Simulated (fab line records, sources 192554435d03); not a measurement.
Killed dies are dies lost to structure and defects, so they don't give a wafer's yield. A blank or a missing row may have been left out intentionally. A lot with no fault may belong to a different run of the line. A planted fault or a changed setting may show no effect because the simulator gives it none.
Which tool did it? | flow n5Finfet | Sampling: 12 lots, 36 wafers, 5 of 1938 route steps

## WHAT THE GAUGES READ, wafer by wafer
The record lacks any reading of a measuring or inspecting step that a usual standard deviation could be used to judge.

## EACH LOT AND THE TOOL THAT RAN IT (in order: tool; ch and the chambers of the sampled wafers; start)
lot  | N5_DUMMY_GATE_ALD_02            | N5_MIM_BOT_ETCH_ETCH_00          | N5_PASSIVATION_PECVD_01         | N5_PASSIVATION_AL_ETCH_33        | N5_PASSIVATION_PROBE_49
L305 | aldSin-04 ch 2,3, day 2 15:23   | rieMetal-03 ch 0,1, day 11 03:19 | pecvd-01 ch 0,1,2, day 11 04:04 | rieMetal-03 ch 0,1, day 11 07:09 | -
L306 | aldSin-03 ch 2,3, day 2 20:19   | rieMetal-02 ch 0,1, day 11 18:45 | pecvd-03 ch 0,2, day 11 19:26   | rieMetal-03 ch 1, day 11 21:49   | -
L309 | aldSin-01 ch 0,2, day 3 12:57   | rieMetal-03 ch 0,1, day 12 21:05 | pecvd-02 ch 1,2, day 12 21:46   | rieMetal-01 ch 0, day 13 00:08   | -
L311 | aldSin-03 ch 1,2, day 4 00:57   | rieMetal-03 ch 1, day 13 07:37   | pecvd-02 ch 1,2, day 13 08:17   | rieMetal-03 ch 0,1, day 13 12:02 | -
L312 | aldSin-04 ch 0,3, day 4 06:39   | rieMetal-01 ch 0,1, day 13 08:14 | pecvd-01 ch 0,2, day 13 08:58   | rieMetal-02 ch 0,1, day 13 12:52 | -
L313 | aldSin-04 ch 0,2,3, day 4 16:19 | rieMetal-03 ch 0,1, day 14 04:11 | pecvd-03 ch 0,2, day 14 05:02   | rieMetal-01 ch 0,1, day 14 11:59 | -
L315 | aldSin-04 ch 0,1,3, day 5 03:08 | rieMetal-03 ch 0,1, day 14 12:42 | pecvd-03 ch 0,1,2, day 14 13:30 | rieMetal-03 ch 0,1, day 14 16:53 | prober-02, day 14 22:14
L316 | aldSin-04 ch 0,1,3, day 5 08:16 | rieMetal-03 ch 0,1, day 14 19:56 | pecvd-02 ch 0,1,2, day 14 20:37 | rieMetal-02 ch 1, day 15 01:29   | prober-01, day 15 06:43
L317 | aldSin-04 ch 0,2, day 5 13:09   | rieMetal-03 ch 0,1, day 14 17:52 | pecvd-01 ch 0,1, day 14 18:50   | rieMetal-02 ch 0,1, day 14 22:40 | prober-02, day 15 03:25
L324 | aldSin-03 ch 2,3, day 7 09:01   | rieMetal-03 ch 0,1, day 17 15:32 | pecvd-02 ch 0,2, day 17 16:20   | rieMetal-03 ch 0,1, day 17 21:10 | -
L326 | aldSin-04 ch 0,3, day 7 22:46   | rieMetal-03 ch 0,1, day 17 03:23 | pecvd-01 ch 0,2, day 17 04:08   | rieMetal-01 ch 0,1, day 17 06:44 | prober-02, day 17 11:56
L328 | aldSin-04 ch 0,3, day 8 09:29   | rieMetal-01 ch 0,1, day 17 12:01 | pecvd-02 ch 0,1, day 17 13:03   | rieMetal-03 ch 0,1, day 17 20:15 | -
- N5_DUMMY_GATE_ALD_02: deposits SiO2, target thk 2 nm, pulse time 1 s.
- N5_MIM_BOT_ETCH_ETCH_00: etches TiN in Cl2/BCl3, target depth 45.5 nm.
- N5_PASSIVATION_PECVD_01: deposits SiNx from SiH4/NH3/N2, target thk 200 nm, time 43.2 s.
- N5_PASSIVATION_AL_ETCH_33: etches Al in Cl2/BCl3, stops on TaN, target depth 2800 nm, time 466.7 s.
- N5_PASSIVATION_PROBE_49

## WHAT THE TOOLS THEMSELVES READ (means of the sampled wafers that have a number; where no wafer has one, the mark that the record gives instead)
N5_DUMMY_GATE_ALD_02. Usual: heaterPowerW 458 W, standard deviation 47; precursorPulseHeightRel 1.001, standard deviation 0.02.
lot  | tool      | heaterPowerW (W) | precursorPulseHeightRel | flag
L305 | aldSin-04 | 448              | 1.010                   | 
L306 | aldSin-03 | 495              | 0.997                   | 
L309 | aldSin-01 | 447              | 1.005                   | 
L311 | aldSin-03 | 505              | 0.996                   | 
L312 | aldSin-04 | 409              | 1.005                   | 
L313 | aldSin-04 | 428              | 1.003                   | 
L315 | aldSin-04 | 439              | 1.019                   | 
L316 | aldSin-04 | 435              | 1.002                   | 
L317 | aldSin-04 | 407              | 1.001                   | 
L324 | aldSin-03 | 495              | 0.979                   | 
L326 | aldSin-04 | 409              | 0.997                   | 
L328 | aldSin-04 | 414              | 0.995                   | 

N5_MIM_BOT_ETCH_ETCH_00. Usual: drypumpMotorCurrentA 5.5 A, standard deviation 0.4; oesProductAu 0.72 a.u., standard deviation 0.081; throttleValvePct 21.92 %, standard deviation 0.13.
lot  | tool        | drypumpMotorCurrentA (A) | oesProductAu (a.u.) | throttleValvePct (%) | flag
L305 | rieMetal-03 | 5.6                      | 0.71                | 21.98                | 
L306 | rieMetal-02 | 5.6                      | 0.83                | 21.77                | 
L309 | rieMetal-03 | 5.4                      | 0.68                | 21.94                | 
L311 | rieMetal-03 | 5.1                      | 0.67                | 21.87                | 
L312 | rieMetal-01 | 5.5                      | 0.67                | 21.91                | 
L313 | rieMetal-03 | 5.4                      | 0.67                | 21.94                | 
L315 | rieMetal-03 | 5.6                      | 0.70                | 22.00                | 
L316 | rieMetal-03 | 5.6                      | 0.69                | 22.01                | 
L317 | rieMetal-03 | 5.4                      | 0.67                | 21.95                | 
L324 | rieMetal-03 | 5.6                      | 0.68                | 22.02                | 
L326 | rieMetal-03 | 5.6                      | 0.68                | 22.01                | 
L328 | rieMetal-01 | 5.5                      | 0.85                | 21.76                | 

N5_PASSIVATION_PECVD_01. Usual: heaterPowerW 342 W, standard deviation 53; showerheadPlenumPTorr 8.66 Torr, standard deviation 0.071; throttleValvePct 29.6 %, standard deviation 2.
lot  | tool     | heaterPowerW (W) | showerheadPlenumPTorr (Torr) | throttleValvePct (%) | flag
L305 | pecvd-01 | 342              | 8.71                         | 30.3                 | 
L306 | pecvd-03 | 374              | 8.69                         | 27.1                 | 
L309 | pecvd-02 | 354              | 8.68                         | 31.5                 | 
L311 | pecvd-02 | 346              | 8.68                         | 31.6                 | 
L312 | pecvd-01 | 303              | 8.71                         | 29.8                 | 
L313 | pecvd-03 | 390              | 8.63                         | 26.5                 | 
L315 | pecvd-03 | 396              | 8.64                         | 27.5                 | 
L316 | pecvd-02 | 254              | 8.60                         | 31.2                 | 
L317 | pecvd-01 | 352              | 8.72                         | 30.4                 | 
L324 | pecvd-02 | 311              | 8.56                         | 30.8                 | 
L326 | pecvd-01 | 284              | 8.69                         | 30.0                 | 
L328 | pecvd-02 | 332              | 8.61                         | 31.3                 | 

N5_PASSIVATION_AL_ETCH_33. Usual: drypumpMotorCurrentA 5.6 A, standard deviation 0.42; oesProductAu 0.68 a.u., standard deviation 0.085; throttleValvePct 34.20 %, standard deviation 0.13.
lot  | tool        | drypumpMotorCurrentA (A) | oesProductAu (a.u.) | throttleValvePct (%) | flag
L305 | rieMetal-03 | 5.4                      | 0.62                | 34.22                | 
L306 | rieMetal-03 | 5.2                      | 0.61                | 34.15                | 
L309 | rieMetal-01 | 6.0                      | 0.66                | 34.25                | 
L311 | rieMetal-03 | 5.6                      | 0.62                | 34.31                | 
L312 | rieMetal-02 | 5.6                      | 0.73                | 34.11                | 
L313 | rieMetal-01 | 5.7                      | 0.73                | 34.16                | 
L315 | rieMetal-03 | 5.6                      | 0.62                | 34.30                | 
L316 | rieMetal-02 | 5.3                      | 0.68                | 34.20                | 
L317 | rieMetal-02 | 5.6                      | 0.72                | 34.15                | 
L324 | rieMetal-03 | 5.3                      | 0.60                | 34.23                | 
L326 | rieMetal-01 | 5.5                      | 0.77                | 34.07                | 
L328 | rieMetal-03 | 5.3                      | 0.60                | 34.21                | 

N5_PASSIVATION_PROBE_49. Usual: killed_at_M0_to_M3 35, standard deviation 11; killed_at_M4_up 14, standard deviation 5.4; killedAtContacts 12, standard deviation 6.2; killedAtFrontEnd 38, standard deviation 11; killedAtOther 4.1, standard deviation 2.8; killedDies 103, standard deviation 17; killedOnRim 13, standard deviation 4; killedOpen 66, standard deviation 13; killedShort 34, standard deviation 8.2.
lot  | tool      | killed_at_M0_to_M3 | killed_at_M4_up | killedAtContacts | killedAtFrontEnd | killedAtOther | killedDies | killedOnRim | killedOpen | killedShort | flag
L315 | prober-02 | 24                 | 10              | 14               | 79               | 8.3           | 135        | 21          | 58         | 41          | OFF
L316 | prober-01 | 33                 | 20              | 9                | 75               | 3.7           | 140        | 19          | 74         | 31          | OFF
L317 | prober-02 | 48                 | 18              | 14               | 98               | 2.7           | 181        | 26          | 66         | 47          | OFF
L326 | prober-02 | 43                 | 17              | 15               | 32               | 4.7           | 112        | 14          | 74         | 36          | 

## THE ANSWER, worked out from the rows above alone
Rule: a lot is off if the mean of its wafers that have a number lies more than 3 standard deviations from the usual mean. A lot without any number at a reading at which 4 lots or more have one is off too. Where the step has rows for the other lots, those lots are counted as sound. First the gauges in route order, then the tools' own readings, where a lot's mean is used as printed above. At the first step where some lot is off, the reading lying furthest off is the one used; lots without a number count as furthest.
Off, at N5_PASSIVATION_PROBE_49 on killedAtFrontEnd: L315, L316, L317. Neither off nor sound, because the step has no rows for them: L305, L306, L309, L311, L312, L313, L324, L328.
A tool fits if, at that step or a process step before it, it ran every lot that is off, and no sound lot after the first of them. No candidate that was tried fits.

## WHAT THE SIMULATOR HAD INSERTED
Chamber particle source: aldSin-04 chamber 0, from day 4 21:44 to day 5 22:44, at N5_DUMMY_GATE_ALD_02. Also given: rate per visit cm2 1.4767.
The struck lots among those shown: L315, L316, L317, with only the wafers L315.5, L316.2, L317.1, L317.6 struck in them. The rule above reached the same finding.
